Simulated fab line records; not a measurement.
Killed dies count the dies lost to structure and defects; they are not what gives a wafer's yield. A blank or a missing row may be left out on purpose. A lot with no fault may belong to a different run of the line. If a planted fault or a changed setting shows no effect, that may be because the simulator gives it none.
Chamber matching -- flow nand-harc -- NHARC_A_BLC_ALD_23 on ald-metal-02: 4 sister chambers
The step deposits TiN, target thk 3 nm, pulse time 1 s, ald cycles 150. 4 wafers are shown with their chamber, then 7 later ones without.

WAFERS WITH THEIR CHAMBER
wafer,chamber,heater-power-w (W)
L192.2,3,901
L192.6,0,1063
L195.2,1,1187
L195.3,2,927

WAFERS WITHOUT THEIR CHAMBER
wafer,heater-power-w (W)
L195.4,1081
L197.2,1065
L197.3,932
L197.4,926
L203.2,923
L203.4,939
L203.5,1185

WHICH CHAMBER EACH WENT THROUGH
wafer,from the rows above,in truth
L195.4,0,0
L197.2,0,0
L197.3,2,2
L197.4,2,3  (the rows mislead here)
L203.2,2,2
L203.4,2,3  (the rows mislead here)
L203.5,1,1
Correctly placed: 5 of 7. Can't be placed from these rows: 0. Wrongly placed: 2.
How it was worked out, from the rows above alone: a wafer's distance from a chamber is the root of the sum, over the readings, of the square of ((its reading less the chamber's mean) divided by the reading's scatter). The wafer belongs to the nearest chamber; if the next one is less than 2 further off, it can't be placed. Each chamber's mean is taken over the wafers shown for it. The scatter: with one shown wafer a chamber, the root of the mean of the squares of how far each hidden wafer lies from its nearest shown one.
